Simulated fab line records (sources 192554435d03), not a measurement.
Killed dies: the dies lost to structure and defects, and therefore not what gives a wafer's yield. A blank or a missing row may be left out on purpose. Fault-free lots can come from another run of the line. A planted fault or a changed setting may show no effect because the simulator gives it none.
Which tool was responsible? :: flow n5 finfet :: 9 lots, 27 wafers sampled, at 5 steps of a route of 1938

WHAT THE GAUGES SHOWED, per wafer
N5_GATE_CUT_INSPECT_26: inspects for defects (darkfield). Usual: raw defect count reads 41 (standard deviation 19).
lot: L353
measured: day 4 20:37
on: defect inspect-01
raw defect count: 26 35 20
flag: 

lot: L357
measured: day 5 17:22
on: defect inspect-02
raw defect count: 47 47 47
flag: 

lot: L358
measured: day 5 19:57
on: defect inspect-01
raw defect count: 86 84 34
flag: 

lot: L359
measured: day 6 05:01
on: defect inspect-02
raw defect count: 85 62 71
flag: 

lot: L361
measured: day 6 17:32
on: defect inspect-02
raw defect count: 24 33 30
flag: 

lot: L362
measured: day 6 20:44
on: defect inspect-02
raw defect count: 30 27 43
flag: 

lot: L367
measured: day 8 07:38
on: defect inspect-01
raw defect count: 23 54 68
flag: 

lot: L375
measured: day 10 03:39
on: defect inspect-02
raw defect count: 62 27 70
flag: 

lot: L376
measured: day 10 08:33
on: defect inspect-01
raw defect count: 13 59 39
flag: 

N5_BEOL_M4_RC_MEAS_101. Usual: DIBL_N 36.6 mV/V, standard deviation 1.9; DIBL_P 36.7 mV/V, standard deviation 2.2; IOFF_N 0.16 nA/um, standard deviation 0.035; IOFF_P 0.22 nA/um, standard deviation 0.038; ION_N 672 uA/um, standard deviation 14; ION_P 462 uA/um, standard deviation 8.3; SS_N 71.6 mV/dec, standard deviation 0.65; SS_P 73.5 mV/dec, standard deviation 0.72; VT_N 250 mV, standard deviation 3.5; VT_P -250 mV, standard deviation 3.1.
lot: L353
measured: day 9 11:10
on: prober-01
DIBL_N (mV/V): 39.2 37.5 33.2
DIBL_P (mV/V): 40.5 39.0 32.6
IOFF_N (nA/um): 0.22 0.17 0.10
IOFF_P (nA/um): 0.34 0.29 0.18
ION_N (uA/um): 686 677 646
ION_P (uA/um): 483 471 455
SS_N (mV/dec): 71.1 71.0 69.9
SS_P (mV/dec): 74.5 73.9 72.5
VT_N (mV): 243 247 255
VT_P (mV): -239 -244 -252
flag: 

lot: L357
measured: day 9 15:41
on: prober-02
DIBL_N (mV/V): 36.5 34.4 33.4
DIBL_P (mV/V): 36.7 34.7 32.6
IOFF_N (nA/um): 0.15 0.12 0.11
IOFF_P (nA/um): 0.19 0.16 0.14
ION_N (uA/um): 653 667 650
ION_P (uA/um): 448 453 442
SS_N (mV/dec): 71.6 71.0 70.7
SS_P (mV/dec): 73.3 72.7 71.6
VT_N (mV): 254 254 257
VT_P (mV): -258 -257 -257
flag: 

lot: L358
measured: day 10 06:55
on: prober-02
DIBL_N (mV/V): 35.6 37.4 34.8
DIBL_P (mV/V): 35.6 37.6 36.4
IOFF_N (nA/um): 0.12 0.16 0.13
IOFF_P (nA/um): 0.20 0.22 0.21
ION_N (uA/um): 653 651 661
ION_P (uA/um): 462 448 462
SS_N (mV/dec): 71.6 72.3 70.8
SS_P (mV/dec): 72.9 73.5 73.2
VT_N (mV): 255 252 253
VT_P (mV): -250 -251 -248
flag: 

lot: L359
measured: day 10 10:27
on: prober-02
DIBL_N (mV/V): 35.9 37.2 36.9
DIBL_P (mV/V): 36.8 37.1 37.2
IOFF_N (nA/um): 0.17 0.17 0.16
IOFF_P (nA/um): 0.24 0.22 0.23
ION_N (uA/um): 691 664 670
ION_P (uA/um): 476 455 462
SS_N (mV/dec): 71.0 72.0 72.5
SS_P (mV/dec): 73.7 74.0 74.4
VT_N (mV): 249 251 252
VT_P (mV): -249 -249 -249
flag: 

lot: L361
measured: day 10 22:46
on: prober-01
DIBL_N (mV/V): 36.2 36.9 35.3
DIBL_P (mV/V): 36.5 37.1 35.5
IOFF_N (nA/um): 0.14 0.16 0.13
IOFF_P (nA/um): 0.21 0.23 0.20
ION_N (uA/um): 674 673 674
ION_P (uA/um): 459 467 465
SS_N (mV/dec): 71.4 71.7 71.0
SS_P (mV/dec): 73.3 74.2 73.5
VT_N (mV): 256 251 251
VT_P (mV): -252 -245 -250
flag: 

lot: L362
measured: day 11 09:17
on: prober-02
DIBL_N (mV/V): 36.3 37.3 36.5
DIBL_P (mV/V): 36.6 38.0 37.6
IOFF_N (nA/um): 0.15 0.16 0.16
IOFF_P (nA/um): 0.21 0.23 0.22
ION_N (uA/um): 678 659 681
ION_P (uA/um): 468 459 463
SS_N (mV/dec): 71.1 71.4 71.4
SS_P (mV/dec): 73.3 74.0 73.7
VT_N (mV): 252 250 247
VT_P (mV): -252 -248 -250
flag: 

lot: L367
measured: day 12 15:44
on: prober-02
DIBL_N (mV/V): 34.9 36.9 36.8
DIBL_P (mV/V): 35.8 37.6 38.6
IOFF_N (nA/um): 0.13 0.18 0.17
IOFF_P (nA/um): 0.18 0.22 0.24
ION_N (uA/um): 671 673 672
ION_P (uA/um): 456 454 463
SS_N (mV/dec): 72.0 72.6 71.8
SS_P (mV/dec): 73.1 73.7 73.5
VT_N (mV): 253 250 249
VT_P (mV): -253 -250 -248
flag: 

lot: L375
measured: day 14 07:49
on: prober-02
DIBL_N (mV/V): 38.0 39.0 37.8
DIBL_P (mV/V): 37.2 39.1 36.6
IOFF_N (nA/um): 0.19 0.23 0.18
IOFF_P (nA/um): 0.26 0.31 0.25
ION_N (uA/um): 699 682 674
ION_P (uA/um): 472 467 463
SS_N (mV/dec): 71.8 71.8 72.4
SS_P (mV/dec): 73.5 74.1 73.6
VT_N (mV): 249 245 248
VT_P (mV): -244 -244 -245
flag: 

lot: L376
measured: day 14 16:10
on: prober-01
DIBL_N (mV/V): 37.0 36.8 38.7
DIBL_P (mV/V): 38.4 38.0 39.6
IOFF_N (nA/um): 0.17 0.17 0.20
IOFF_P (nA/um): 0.22 0.24 0.26
ION_N (uA/um): 674 676 694
ION_P (uA/um): 467 459 470
SS_N (mV/dec): 71.4 72.2 72.2
SS_P (mV/dec): 73.3 74.1 73.6
VT_N (mV): 251 248 249
VT_P (mV): -250 -248 -248
flag: 

TOOL THAT RAN EACH LOT (tool first, then ch and the chambers of the sampled wafers, then the start)
lot: L353
N5_MOL_CONTACT_COAG_ETCH_105: rie diel-04 ch 0,3, day 4 21:13
N5_MOL_CONTACT_COAG_CONTACT_ETCH_14: rie diel-04 ch 0,3, day 4 21:20
N5_MOL_CONTACT_COAG_ETCH_15: rie diel-04 ch 0,3, day 4 21:22

lot: L357
N5_MOL_CONTACT_COAG_ETCH_105: rie diel-02 ch 1,2,3, day 5 17:58
N5_MOL_CONTACT_COAG_CONTACT_ETCH_14: rie diel-02 ch 1,2,3, day 5 18:06
N5_MOL_CONTACT_COAG_ETCH_15: rie diel-02 ch 1,2,3, day 5 18:08

lot: L358
N5_MOL_CONTACT_COAG_ETCH_105: rie diel-02 ch 1,2, day 5 20:39
N5_MOL_CONTACT_COAG_CONTACT_ETCH_14: rie diel-02 ch 1,2, day 5 20:47
N5_MOL_CONTACT_COAG_ETCH_15: rie diel-02 ch 1,2, day 5 20:49

lot: L359
N5_MOL_CONTACT_COAG_ETCH_105: rie diel-02 ch 0,3, day 6 06:01
N5_MOL_CONTACT_COAG_CONTACT_ETCH_14: rie diel-02 ch 0,3, day 6 06:09
N5_MOL_CONTACT_COAG_ETCH_15: rie diel-02 ch 0,3, day 6 06:11

lot: L361
N5_MOL_CONTACT_COAG_ETCH_105: rie diel-02 ch 2,3, day 6 18:01
N5_MOL_CONTACT_COAG_CONTACT_ETCH_14: rie diel-02 ch 2,3, day 6 18:08
N5_MOL_CONTACT_COAG_ETCH_15: rie diel-02 ch 2,3, day 6 18:10

lot: L362
N5_MOL_CONTACT_COAG_ETCH_105: rie diel-05 ch 1,2,3, day 6 21:23
N5_MOL_CONTACT_COAG_CONTACT_ETCH_14: rie diel-05 ch 1,2,3, day 6 21:31
N5_MOL_CONTACT_COAG_ETCH_15: rie diel-05 ch 1,2,3, day 6 21:33

lot: L367
N5_MOL_CONTACT_COAG_ETCH_105: rie diel-04 ch 1,2,3, day 8 08:14
N5_MOL_CONTACT_COAG_CONTACT_ETCH_14: rie diel-04 ch 1,2,3, day 8 08:22
N5_MOL_CONTACT_COAG_ETCH_15: rie diel-04 ch 1,2,3, day 8 08:24

lot: L375
N5_MOL_CONTACT_COAG_ETCH_105: rie diel-04 ch 1,3, day 10 04:08
N5_MOL_CONTACT_COAG_CONTACT_ETCH_14: rie diel-04 ch 1,3, day 10 04:16
N5_MOL_CONTACT_COAG_ETCH_15: rie diel-04 ch 1,3, day 10 04:17

lot: L376
N5_MOL_CONTACT_COAG_ETCH_105: rie diel-04 ch 1,2,3, day 10 09:09
N5_MOL_CONTACT_COAG_CONTACT_ETCH_14: rie diel-04 ch 1,2,3, day 10 09:17
N5_MOL_CONTACT_COAG_ETCH_15: rie diel-04 ch 1,2,3, day 10 09:19
- N5_MOL_CONTACT_COAG_ETCH_105: etches SiARC in CF4, target depth 15.6 nm, time 26 s.
- N5_MOL_CONTACT_COAG_CONTACT_ETCH_14: etches SiO2 in C4F6/O2, target depth 27.5 nm, overetch 8.5 nm, time 20 s.
- N5_MOL_CONTACT_COAG_ETCH_15: etches SiNx in CH3F/O2, stops on Si:P, target depth 7 nm.

AS READ BY THE TOOLS THEMSELVES (means over the sampled wafers that have a number; for cases with no such wafer, the mark the record gives instead)
N5_MOL_CONTACT_COAG_ETCH_105. Usual: bias w is 36.01 W with standard deviation 0.11, drypump motor current A is 5.7 A with standard deviation 0.43, etch rf on time s is 26.4 s with standard deviation 0.84, oes product au is 0.63 a.u. with standard deviation 0.044, rf vpp V is 183.9 V with standard deviation 1.2, showerhead plenum p Torr is 2.14 Torr with standard deviation 0.077, and throttle valve pct is 15.70 % with standard deviation 0.24.
lot: L353
tool: rie diel-04
bias w (W): 36.04
drypump motor current A (A): 5.7
etch rf on time s (s): 26.1
oes product au (a.u.): 0.65
rf vpp V (V): 185.0
showerhead plenum p Torr (Torr): 2.17
throttle valve pct (%): 15.72
flag: 

lot: L357
tool: rie diel-02
bias w (W): 36.06
drypump motor current A (A): 5.7
etch rf on time s (s): 25.6
oes product au (a.u.): 0.66
rf vpp V (V): 184.6
showerhead plenum p Torr (Torr): 2.20
throttle valve pct (%): 15.62
flag: 

lot: L358
tool: rie diel-02
bias w (W): 35.97
drypump motor current A (A): 6.2
etch rf on time s (s): 25.6
oes product au (a.u.): 0.70
rf vpp V (V): 184.9
showerhead plenum p Torr (Torr): 2.25
throttle valve pct (%): 15.56
flag: 

lot: L359
tool: rie diel-02
bias w (W): 46.19
drypump motor current A (A): 5.2
etch rf on time s (s): 23.5
oes product au (a.u.): 0.65
rf vpp V (V): 214.2
showerhead plenum p Torr (Torr): 2.09
throttle valve pct (%): 15.64
flag: OFF

lot: L361
tool: rie diel-02
bias w (W): 46.25
drypump motor current A (A): 5.9
etch rf on time s (s): 23.1
oes product au (a.u.): 0.73
rf vpp V (V): 216.6
showerhead plenum p Torr (Torr): 2.22
throttle valve pct (%): 15.56
flag: OFF

lot: L362
tool: rie diel-05
bias w (W): 35.88
drypump motor current A (A): 6.0
etch rf on time s (s): 26.8
oes product au (a.u.): 0.62
rf vpp V (V): 184.1
showerhead plenum p Torr (Torr): 2.13
throttle valve pct (%): 15.67
flag: 

lot: L367
tool: rie diel-04
bias w (W): 36.01
drypump motor current A (A): 5.7
etch rf on time s (s): 26.9
oes product au (a.u.): 0.60
rf vpp V (V): 183.4
showerhead plenum p Torr (Torr): 2.15
throttle valve pct (%): 15.85
flag: 

lot: L375
tool: rie diel-04
bias w (W): 35.95
drypump motor current A (A): 5.4
etch rf on time s (s): 27.3
oes product au (a.u.): 0.59
rf vpp V (V): 185.0
showerhead plenum p Torr (Torr): 2.21
throttle valve pct (%): 16.07
flag: 

lot: L376
tool: rie diel-04
bias w (W): 35.95
drypump motor current A (A): 5.7
etch rf on time s (s): 26.8
oes product au (a.u.): 0.59
rf vpp V (V): 184.2
showerhead plenum p Torr (Torr): 2.15
throttle valve pct (%): 15.89
flag: 

N5_MOL_CONTACT_COAG_CONTACT_ETCH_14. Usual: bias w is 185.0 W with standard deviation 0.6, drypump motor current A is 5.7 A with standard deviation 0.43, oes_o_777_au is 0.73 a.u. with standard deviation 0.054, oes product au is 0.63 a.u. with standard deviation 0.037, rf vpp V is 693 V with standard deviation 3.6, showerhead plenum p Torr is 2.88 Torr with standard deviation 0.1, and throttle valve pct is 21.33 % with standard deviation 0.27.
lot: L353
tool: rie diel-04
bias w (W): 184.9
drypump motor current A (A): 5.7
oes_o_777_au (a.u.): 0.76
oes product au (a.u.): 0.65
rf vpp V (V): 695
showerhead plenum p Torr (Torr): 2.92
throttle valve pct (%): 21.33
flag: 

lot: L357
tool: rie diel-02
bias w (W): 186.0
drypump motor current A (A): 5.7
oes_o_777_au (a.u.): 0.77
oes product au (a.u.): 0.66
rf vpp V (V): 695
showerhead plenum p Torr (Torr): 2.95
throttle valve pct (%): 21.24
flag: 

lot: L358
tool: rie diel-02
bias w (W): 184.9
drypump motor current A (A): 6.2
oes_o_777_au (a.u.): 0.82
oes product au (a.u.): 0.69
rf vpp V (V): 697
showerhead plenum p Torr (Torr): 3.02
throttle valve pct (%): 21.25
flag: 

lot: L359
tool: rie diel-02
bias w (W): 185.2
drypump motor current A (A): 5.2
oes_o_777_au (a.u.): 0.71
oes product au (a.u.): 0.61
rf vpp V (V): 691
showerhead plenum p Torr (Torr): 2.81
throttle valve pct (%): 21.18
flag: 

lot: L361
tool: rie diel-02
bias w (W): 184.6
drypump motor current A (A): 5.9
oes_o_777_au (a.u.): 0.82
oes product au (a.u.): 0.68
rf vpp V (V): 695
showerhead plenum p Torr (Torr): 2.98
throttle valve pct (%): 21.19
flag: 

lot: L362
tool: rie diel-05
bias w (W): 185.2
drypump motor current A (A): 6.1
oes_o_777_au (a.u.): 0.73
oes product au (a.u.): 0.62
rf vpp V (V): 692
showerhead plenum p Torr (Torr): 2.86
throttle valve pct (%): 21.30
flag: 

lot: L367
tool: rie diel-04
bias w (W): 185.4
drypump motor current A (A): 5.7
oes_o_777_au (a.u.): 0.72
oes product au (a.u.): 0.62
rf vpp V (V): 693
showerhead plenum p Torr (Torr): 2.91
throttle valve pct (%): 21.53
flag: 

lot: L375
tool: rie diel-04
bias w (W): 185.0
drypump motor current A (A): 5.4
oes_o_777_au (a.u.): 0.70
oes product au (a.u.): 0.60
rf vpp V (V): 696
showerhead plenum p Torr (Torr): 2.97
throttle valve pct (%): 21.72
flag: 

lot: L376
tool: rie diel-04
bias w (W): 185.3
drypump motor current A (A): 5.7
oes_o_777_au (a.u.): 0.71
oes product au (a.u.): 0.60
rf vpp V (V): 693
showerhead plenum p Torr (Torr): 2.90
throttle valve pct (%): 21.56
flag: 

N5_MOL_CONTACT_COAG_ETCH_15. Usual: CH3F_flow_sccm 30.02 sccm, standard deviation 0.089; bias w 73.00 W, standard deviation 0.23; drypump motor current A 5.7 A, standard deviation 0.43; oes_o_777_au 0.74 a.u., standard deviation 0.052; oes product au 0.54 a.u., standard deviation 0.032; rf vpp V 299 V, standard deviation 5.4; showerhead plenum p Torr 2.00 Torr, standard deviation 0.075; throttle valve pct 16.42 %, standard deviation 0.25.
lot: L353
tool: rie diel-04
CH3F_flow_sccm (sccm): 30.03
bias w (W): 72.99
drypump motor current A (A): 5.7
oes_o_777_au (a.u.): 0.75
oes product au (a.u.): 0.55
rf vpp V (V): 294
showerhead plenum p Torr (Torr): 2.03
throttle valve pct (%): 16.42
flag: 

lot: L357
tool: rie diel-02
CH3F_flow_sccm (sccm): 29.90
bias w (W): 73.02
drypump motor current A (A): 5.7
oes_o_777_au (a.u.): 0.78
oes product au (a.u.): 0.57
rf vpp V (V): 303
showerhead plenum p Torr (Torr): 2.05
throttle valve pct (%): 16.32
flag: 

lot: L358
tool: rie diel-02
CH3F_flow_sccm (sccm): 30.10
bias w (W): 72.90
drypump motor current A (A): 6.2
oes_o_777_au (a.u.): 0.83
oes product au (a.u.): 0.60
rf vpp V (V): 303
showerhead plenum p Torr (Torr): 2.11
throttle valve pct (%): 16.30
flag: 

lot: L359
tool: rie diel-02
CH3F_flow_sccm (sccm): 30.10
bias w (W): 73.12
drypump motor current A (A): 5.2
oes_o_777_au (a.u.): 0.71
oes product au (a.u.): 0.52
rf vpp V (V): 304
showerhead plenum p Torr (Torr): 1.95
throttle valve pct (%): 16.32
flag: 

lot: L361
tool: rie diel-02
CH3F_flow_sccm (sccm): 29.99
bias w (W): 72.89
drypump motor current A (A): 5.9
oes_o_777_au (a.u.): 0.82
oes product au (a.u.): 0.59
rf vpp V (V): 306
showerhead plenum p Torr (Torr): 2.07
throttle valve pct (%): 16.25
flag: 

lot: L362
tool: rie diel-05
CH3F_flow_sccm (sccm): 29.97
bias w (W): 72.92
drypump motor current A (A): 6.1
oes_o_777_au (a.u.): 0.73
oes product au (a.u.): 0.54
rf vpp V (V): 298
showerhead plenum p Torr (Torr): 1.99
throttle valve pct (%): 16.38
flag: 

lot: L367
tool: rie diel-04
CH3F_flow_sccm (sccm): 30.01
bias w (W): 72.83
drypump motor current A (A): 5.7
oes_o_777_au (a.u.): 0.72
oes product au (a.u.): 0.53
rf vpp V (V): 296
showerhead plenum p Torr (Torr): 2.02
throttle valve pct (%): 16.60
flag: 

lot: L375
tool: rie diel-04
CH3F_flow_sccm (sccm): 30.04
bias w (W): 72.94
drypump motor current A (A): 5.4
oes_o_777_au (a.u.): 0.69
oes product au (a.u.): 0.51
rf vpp V (V): 299
showerhead plenum p Torr (Torr): 2.07
throttle valve pct (%): 16.79
flag: 

lot: L376
tool: rie diel-04
CH3F_flow_sccm (sccm): 29.99
bias w (W): 73.12
drypump motor current A (A): 5.7
oes_o_777_au (a.u.): 0.71
oes product au (a.u.): 0.51
rf vpp V (V): 296
showerhead plenum p Torr (Torr): 2.01
throttle valve pct (%): 16.63
flag: 

THE ANSWER, worked out from the rows above alone
Rule: a lot counts as off when the mean over its wafers that have a number is more than 3 standard deviations away from the usual mean. A lot without any number at a reading at which 4 lots or more have one is off too. Any other lot the step has rows for is counted as sound. First the gauges in route order, then the tools' own readings, where a lot's mean is used as printed above. The first step at which some lot is off is used, and at that step the reading that is off furthest; a lot without a number counts as furthest.
Off at N5_MOL_CONTACT_COAG_ETCH_105 (bias w): L359, L361.
If a tool, at that step or one of the process steps before it, ran each lot that is off and ran no sound lot following the first of them, it fits. One candidate fits, namely rie diel-02 at N5_MOL_CONTACT_COAG_ETCH_105. Its last sound lot is L358 (day 5 20:39), its first lot that is off L359 (day 6 06:01): a fault that began between those two fits.
The tool's own readings at N5_MOL_CONTACT_COAG_ETCH_105 bear it out: on the lots that are off they differ by more than 5 times the standard deviation of the sound lots' means. bias w reads 46.22 W there against 35.98 W on the sound lots; etch rf on time s reads 23.3 s there against 26.4 s on the sound lots; rf vpp V reads 215.4 V there against 184.5 V on the sound lots.

WHAT HAD BEEN PUT IN BY THE SIMULATOR
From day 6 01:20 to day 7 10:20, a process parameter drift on rie diel-02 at N5_MOL_CONTACT_COAG_ETCH_105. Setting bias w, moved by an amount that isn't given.
Struck lots among those shown: L359, L361. The rule above found the same.
